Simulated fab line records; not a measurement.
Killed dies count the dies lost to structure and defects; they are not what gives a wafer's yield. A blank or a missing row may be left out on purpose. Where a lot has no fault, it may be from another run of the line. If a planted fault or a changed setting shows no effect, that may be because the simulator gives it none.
Split-lot trial	flow n5_finfet	route with 1938 steps; 7 lots, 21 wafers read

== ON THE SPLIT ==
At N5_BEOL_M13_ETCH_68 (etches SOC in N2/H2, time 355 s), the setting time_s was moved away from the recipe's 355 s on 7 of the 21 wafers read, by -13.2% to +18.1%. All remaining wafers had this setting at the recipe value.

The reading is taken at the split's own step.

== THE READING ==
SiARC_of_BEOL_M13_COAT_66.thk_nm (the simulator's own value, which no gauge read), in nm, at N5_BEOL_M13_ETCH_68 (etches SOC in N2/H2, time 355 s). There is no usual value for it anywhere in the file. The 14 wafers here that ran the recipe average 77.3 nm, standard deviation 0.62 nm.

wafer	tool, chamber at the split	time_s as run, s	against the recipe	SiARC_of_BEOL_M13_COAT_66.thk_nm, nm	against lot-mates on the recipe
L074.1	rie_diel-04, 3	321.7	-9.4%	80.4	+3.1
L074.2	rie_diel-04, 1	355	recipe	76.8	-
L074.5	rie_diel-04, 0	355	recipe	77.8	-
L075.1	rie_diel-04, 0	355	recipe	77.4	-
L075.2	rie_diel-04, 2	355	recipe	76.4	-
L075.3	rie_diel-04, 1	355	recipe	76	-
L077.1	rie_diel-04, 0	308.3	-13.2%	82.2	no lot-mate on the recipe
L077.3	rie_diel-04, 3	308.3	-13.2%	81.6	no lot-mate on the recipe
L077.5	rie_diel-04, 1	308.3	-13.2%	80.8	no lot-mate on the recipe
L080.1	rie_diel-06, 3	355	recipe	78.2	-
L080.2	rie_diel-06, 0	355	recipe	77.4	-
L080.6	rie_diel-06, 0	355	recipe	77.4	-
L088.1	rie_diel-02, 2	405.3	+14.2%	72.4	-5.2
L088.2	rie_diel-02, 0	405.3	+14.2%	73.6	-4.0
L088.4	rie_diel-02, 0	355	recipe	77.6	-
L092.1	rie_diel-06, 1	355	recipe	76.8	-
L092.2	rie_diel-06, 3	355	recipe	78.2	-
L092.3	rie_diel-06, 0	355	recipe	77.4	-
L093.1	rie_diel-02, 0	419.1	+18.1%	72.2	-5.2
L093.2	rie_diel-02, 1	355	recipe	77	-
L093.5	rie_diel-02, 2	355	recipe	77.8	-

THE FIT
A straight line over all 21 wafers: SiARC_of_BEOL_M13_COAT_66.thk_nm changes by -0.307 nm for each +1% of time_s; r = -0.97; the points scatter about the line by 0.62 nm.
The same after taking each lot's own level away (the mean of its wafers on the recipe; 18 wafers): -0.311 nm for each +1%; r = -0.97; scatter 0.52 nm.
That fit puts the effect of the largest move of time_s on the reading at 5.6 nm.
The lots' own levels span 76.60 to 77.67 nm, that is 1.7 times the standard deviation above.
Consequently the slope shifts little with the lot-to-lot level, the two slopes agreeing.
Check: for one of the wafers moved furthest among these (+18.1%), held out of the fit, the line's prediction against its lot-mates is -5.88 nm. Against them it came out at -5.2 nm.

== THESE WAFERS: OTHER SPLITS ==
Note: prior to the reading, these wafers also went through further splits. Each is held against what the fit with the lots' levels taken away leaves over:
other split on the same wafers	wafers away from the commonest value	r with SiARC_of_BEOL_M13_COAT_66.thk_nm (lot level and that fit taken away)
N5_BEOL_M11_ILD_DEP_00 time_s	3	+0.15
N5_BEOL_M11_VIA_ETCH_34 time_s	6	+0.32
N5_BEOL_M11_TRENCH_ETCH_37 source_w	4	+0.01
N5_BEOL_M12_SPUTTER_44 time_s	5	-0.32
N5_BEOL_M12_DEP_53 time_s	7	+0.04

== THE FILE'S OWN FIT ==
SiARC_of_BEOL_M13_COAT_66.thk_nm changes by -0.306 nm for each +1% of time_s, r = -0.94.
